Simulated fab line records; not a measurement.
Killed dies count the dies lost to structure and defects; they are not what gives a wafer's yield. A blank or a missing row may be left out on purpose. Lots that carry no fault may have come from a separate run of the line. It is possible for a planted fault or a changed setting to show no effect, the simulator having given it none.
Lot-split experiment || flow n5Finfet || route with 1938 steps; 7 lots, 39 wafers read

## ON THE SPLIT
At N5_DUMMY_GATE_ETCH_31 (etches SiO2 in C4F6/O2, target depth 82.5 nm, time 27.5 s), the setting targetDepthA was moved away from the recipe's 825 angstrom on 15 of the 39 wafers read, by +3.7% to +12.7%. All remaining wafers had this setting at the recipe value.

Reading taken at the split's own step.

## THE READING
SOC_of_DUMMY_GATE_COAT_34.thkNm (the simulator's own value, which no gauge read), in nm, at N5_DUMMY_GATE_ETCH_31 (etches SiO2 in C4F6/O2, target depth 82.5 nm, time 27.5 s). There is no usual value for it anywhere in the file. Across the 24 wafers here that went through the recipe, the average is 51.8 nm and the standard deviation 0.19 nm.

{"wafer": "L074.1", "tool, chamber at the split": "rieDiel-01, 1", "targetDepthA as run, angstrom": 825, "against the recipe": "recipe", "SOC_of_DUMMY_GATE_COAT_34.thkNm, nm": 51.8, "against lot-mates on the recipe": "-"}
{"wafer": "L074.2", "tool, chamber at the split": "rieDiel-01, 3", "targetDepthA as run, angstrom": 921.8, "against the recipe": "+11.7%", "SOC_of_DUMMY_GATE_COAT_34.thkNm, nm": 50.2, "against lot-mates on the recipe": -1.5}
{"wafer": "L074.3", "tool, chamber at the split": "rieDiel-01, 0", "targetDepthA as run, angstrom": 921.8, "against the recipe": "+11.7%", "SOC_of_DUMMY_GATE_COAT_34.thkNm, nm": 50.8, "against lot-mates on the recipe": -0.9}
{"wafer": "L074.4", "tool, chamber at the split": "rieDiel-01, 2", "targetDepthA as run, angstrom": 921.8, "against the recipe": "+11.7%", "SOC_of_DUMMY_GATE_COAT_34.thkNm, nm": 50.6, "against lot-mates on the recipe": -1.1}
{"wafer": "L074.5", "tool, chamber at the split": "rieDiel-01, 1", "targetDepthA as run, angstrom": 825, "against the recipe": "recipe", "SOC_of_DUMMY_GATE_COAT_34.thkNm, nm": 51.8, "against lot-mates on the recipe": "-"}
{"wafer": "L074.6", "tool, chamber at the split": "rieDiel-01, 2", "targetDepthA as run, angstrom": 825, "against the recipe": "recipe", "SOC_of_DUMMY_GATE_COAT_34.thkNm, nm": 51.4, "against lot-mates on the recipe": "-"}
{"wafer": "L076.1", "tool, chamber at the split": "rieDiel-05, 1", "targetDepthA as run, angstrom": 888.4, "against the recipe": "+7.7%", "SOC_of_DUMMY_GATE_COAT_34.thkNm, nm": 51.4, "against lot-mates on the recipe": -0.7}
{"wafer": "L076.2", "tool, chamber at the split": "rieDiel-05, 0", "targetDepthA as run, angstrom": 888.4, "against the recipe": "+7.7%", "SOC_of_DUMMY_GATE_COAT_34.thkNm, nm": 51.2, "against lot-mates on the recipe": -0.9}
{"wafer": "L076.3", "tool, chamber at the split": "rieDiel-05, 3", "targetDepthA as run, angstrom": 825, "against the recipe": "recipe", "SOC_of_DUMMY_GATE_COAT_34.thkNm, nm": 52.2, "against lot-mates on the recipe": "-"}
{"wafer": "L076.4", "tool, chamber at the split": "rieDiel-05, 2", "targetDepthA as run, angstrom": 888.4, "against the recipe": "+7.7%", "SOC_of_DUMMY_GATE_COAT_34.thkNm, nm": 51.2, "against lot-mates on the recipe": -0.9}
{"wafer": "L076.5", "tool, chamber at the split": "rieDiel-05, 2", "targetDepthA as run, angstrom": 825, "against the recipe": "recipe", "SOC_of_DUMMY_GATE_COAT_34.thkNm, nm": 52, "against lot-mates on the recipe": "-"}
{"wafer": "L076.6", "tool, chamber at the split": "rieDiel-05, 3", "targetDepthA as run, angstrom": 825, "against the recipe": "recipe", "SOC_of_DUMMY_GATE_COAT_34.thkNm, nm": 52, "against lot-mates on the recipe": "-"}
{"wafer": "L078.1", "tool, chamber at the split": "rieDiel-01, 1", "targetDepthA as run, angstrom": 825, "against the recipe": "recipe", "SOC_of_DUMMY_GATE_COAT_34.thkNm, nm": 51.8, "against lot-mates on the recipe": "-"}
{"wafer": "L078.2", "tool, chamber at the split": "rieDiel-01, 3", "targetDepthA as run, angstrom": 825, "against the recipe": "recipe", "SOC_of_DUMMY_GATE_COAT_34.thkNm, nm": 51.8, "against lot-mates on the recipe": "-"}
{"wafer": "L078.3", "tool, chamber at the split": "rieDiel-01, 0", "targetDepthA as run, angstrom": 825, "against the recipe": "recipe", "SOC_of_DUMMY_GATE_COAT_34.thkNm, nm": 51.8, "against lot-mates on the recipe": "-"}
{"wafer": "L078.4", "tool, chamber at the split": "rieDiel-01, 2", "targetDepthA as run, angstrom": 825, "against the recipe": "recipe", "SOC_of_DUMMY_GATE_COAT_34.thkNm, nm": 51.8, "against lot-mates on the recipe": "-"}
{"wafer": "L078.5", "tool, chamber at the split": "rieDiel-01, 1", "targetDepthA as run, angstrom": 825, "against the recipe": "recipe", "SOC_of_DUMMY_GATE_COAT_34.thkNm, nm": 52, "against lot-mates on the recipe": "-"}
{"wafer": "L078.6", "tool, chamber at the split": "rieDiel-01, 0", "targetDepthA as run, angstrom": 825, "against the recipe": "recipe", "SOC_of_DUMMY_GATE_COAT_34.thkNm, nm": 52, "against lot-mates on the recipe": "-"}
{"wafer": "L079.1", "tool, chamber at the split": "rieDiel-05, 2", "targetDepthA as run, angstrom": 825, "against the recipe": "recipe", "SOC_of_DUMMY_GATE_COAT_34.thkNm, nm": 51.8, "against lot-mates on the recipe": "-"}
{"wafer": "L079.2", "tool, chamber at the split": "rieDiel-05, 1", "targetDepthA as run, angstrom": 825, "against the recipe": "recipe", "SOC_of_DUMMY_GATE_COAT_34.thkNm, nm": 51.8, "against lot-mates on the recipe": "-"}
{"wafer": "L079.3", "tool, chamber at the split": "rieDiel-05, 0", "targetDepthA as run, angstrom": 893.8, "against the recipe": "+8.3%", "SOC_of_DUMMY_GATE_COAT_34.thkNm, nm": 51, "against lot-mates on the recipe": -0.7}
{"wafer": "L079.4", "tool, chamber at the split": "rieDiel-05, 3", "targetDepthA as run, angstrom": 893.8, "against the recipe": "+8.3%", "SOC_of_DUMMY_GATE_COAT_34.thkNm, nm": 51.2, "against lot-mates on the recipe": -0.5}
{"wafer": "L079.5", "tool, chamber at the split": "rieDiel-05, 0", "targetDepthA as run, angstrom": 825, "against the recipe": "recipe", "SOC_of_DUMMY_GATE_COAT_34.thkNm, nm": 51.6, "against lot-mates on the recipe": "-"}
{"wafer": "L079.6", "tool, chamber at the split": "rieDiel-05, 3", "targetDepthA as run, angstrom": 893.8, "against the recipe": "+8.3%", "SOC_of_DUMMY_GATE_COAT_34.thkNm, nm": 51.4, "against lot-mates on the recipe": -0.3}
{"wafer": "L087.1", "tool, chamber at the split": "rieDiel-06, 3", "targetDepthA as run, angstrom": 825, "against the recipe": "recipe", "SOC_of_DUMMY_GATE_COAT_34.thkNm, nm": 51.8, "against lot-mates on the recipe": "-"}
{"wafer": "L087.2", "tool, chamber at the split": "rieDiel-06, 1", "targetDepthA as run, angstrom": 855.7, "against the recipe": "+3.7%", "SOC_of_DUMMY_GATE_COAT_34.thkNm, nm": 52, "against lot-mates on the recipe": "+0.0"}
{"wafer": "L087.3", "tool, chamber at the split": "rieDiel-06, 0", "targetDepthA as run, angstrom": 855.7, "against the recipe": "+3.7%", "SOC_of_DUMMY_GATE_COAT_34.thkNm, nm": 51.8, "against lot-mates on the recipe": -0.2}
{"wafer": "L087.4", "tool, chamber at the split": "rieDiel-06, 0", "targetDepthA as run, angstrom": 825, "against the recipe": "recipe", "SOC_of_DUMMY_GATE_COAT_34.thkNm, nm": 52, "against lot-mates on the recipe": "-"}
{"wafer": "L087.5", "tool, chamber at the split": "rieDiel-06, 3", "targetDepthA as run, angstrom": 855.7, "against the recipe": "+3.7%", "SOC_of_DUMMY_GATE_COAT_34.thkNm, nm": 51.6, "against lot-mates on the recipe": -0.4}
{"wafer": "L087.6", "tool, chamber at the split": "rieDiel-06, 1", "targetDepthA as run, angstrom": 825, "against the recipe": "recipe", "SOC_of_DUMMY_GATE_COAT_34.thkNm, nm": 52.2, "against lot-mates on the recipe": "-"}
{"wafer": "L090.1", "tool, chamber at the split": "rieDiel-05, 2", "targetDepthA as run, angstrom": 929.6, "against the recipe": "+12.7%", "SOC_of_DUMMY_GATE_COAT_34.thkNm, nm": 50.6, "against lot-mates on the recipe": -1.1}
{"wafer": "L090.2", "tool, chamber at the split": "rieDiel-05, 0", "targetDepthA as run, angstrom": 929.6, "against the recipe": "+12.7%", "SOC_of_DUMMY_GATE_COAT_34.thkNm, nm": 50.8, "against lot-mates on the recipe": -0.9}
{"wafer": "L090.3", "tool, chamber at the split": "rieDiel-05, 3", "targetDepthA as run, angstrom": 825, "against the recipe": "recipe", "SOC_of_DUMMY_GATE_COAT_34.thkNm, nm": 51.6, "against lot-mates on the recipe": "-"}
{"wafer": "L090.4", "tool, chamber at the split": "rieDiel-05, 1", "targetDepthA as run, angstrom": 929.6, "against the recipe": "+12.7%", "SOC_of_DUMMY_GATE_COAT_34.thkNm, nm": 51, "against lot-mates on the recipe": -0.7}
{"wafer": "L090.5", "tool, chamber at the split": "rieDiel-05, 0", "targetDepthA as run, angstrom": 825, "against the recipe": "recipe", "SOC_of_DUMMY_GATE_COAT_34.thkNm, nm": 51.6, "against lot-mates on the recipe": "-"}
{"wafer": "L090.6", "tool, chamber at the split": "rieDiel-05, 1", "targetDepthA as run, angstrom": 825, "against the recipe": "recipe", "SOC_of_DUMMY_GATE_COAT_34.thkNm, nm": 51.8, "against lot-mates on the recipe": "-"}
{"wafer": "L095.1", "tool, chamber at the split": "rieDiel-01, 0", "targetDepthA as run, angstrom": 825, "against the recipe": "recipe", "SOC_of_DUMMY_GATE_COAT_34.thkNm, nm": 51.8, "against lot-mates on the recipe": "-"}
{"wafer": "L095.2", "tool, chamber at the split": "rieDiel-01, 1", "targetDepthA as run, angstrom": 825, "against the recipe": "recipe", "SOC_of_DUMMY_GATE_COAT_34.thkNm, nm": 51.8, "against lot-mates on the recipe": "-"}
{"wafer": "L095.4", "tool, chamber at the split": "rieDiel-01, 3", "targetDepthA as run, angstrom": 825, "against the recipe": "recipe", "SOC_of_DUMMY_GATE_COAT_34.thkNm, nm": 51.6, "against lot-mates on the recipe": "-"}

THE FIT
A straight line over all 39 wafers: SOC_of_DUMMY_GATE_COAT_34.thkNm changes by -0.0886 nm for each +1% of targetDepthA; r = -0.89; the points scatter about the line by 0.22 nm.
The same after taking each lot's own level away (the mean of its wafers on the recipe; 39 wafers): -0.0812 nm for each +1%; r = -0.91; scatter 0.18 nm.
Per that fit: largest targetDepthA move, reading shift of 1 nm.
From 51.67 to 52.07 nm: that is the span of the lots' own levels, equal to 2.2 times the standard deviation above.
The two slopes are in agreement: the lot-to-lot level therefore moves the slope only a little.
Check: for one of the wafers moved furthest among these (+12.7%), held out of the fit, the line's prediction against its lot-mates is -1.02 nm. It came out at -1.07 nm against them.

## ADDITIONAL SPLITS CARRIED BY THESE WAFERS
Other splits were also applied to these wafers ahead of the reading. Each is held against what the fit with the lots' levels taken away leaves over:
{"other split on the same wafers": "N5_FIN_CUT_ETCH_21 timeS", "wafers away from the commonest value": 18, "r with SOC_of_DUMMY_GATE_COAT_34.thkNm (lot level and that fit taken away)": -0.35}
{"other split on the same wafers": "N5_DUMMY_GATE_CVD_03 timeS", "wafers away from the commonest value": 30, "r with SOC_of_DUMMY_GATE_COAT_34.thkNm (lot level and that fit taken away)": -0.18}
{"other split on the same wafers": "N5_DUMMY_GATE_ETCH_37 sourceW", "wafers away from the commonest value": 12, "r with SOC_of_DUMMY_GATE_COAT_34.thkNm (lot level and that fit taken away)": -0.14}

## THE WHOLE CHAIN: every reading that the file lists as answering this split, in the file's order
{"step": "N5_DUMMY_GATE_ETCH_31", "what it does": "etches SiO2 in C4F6/O2, target depth 82.5 nm, time 27.5 s", "reading": "etch.depthNm (the simulator's own value, which no gauge read)", "change (the file's fit)": "+0.796 nm for each +1% of the setting", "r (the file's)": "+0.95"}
{"step": "N5_DUMMY_GATE_ETCH_31", "what it does": "etches SiO2 in C4F6/O2, target depth 82.5 nm, time 27.5 s", "reading": "SOC_of_DUMMY_GATE_COAT_34.thkNm (the simulator's own value, which no gauge read)", "change (the file's fit)": "-0.0808 nm for each +1% of the setting", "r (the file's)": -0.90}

## FILE'S OWN FIT
SOC_of_DUMMY_GATE_COAT_34.thkNm changes by -0.0808 nm for each +1% of targetDepthA, r = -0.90.
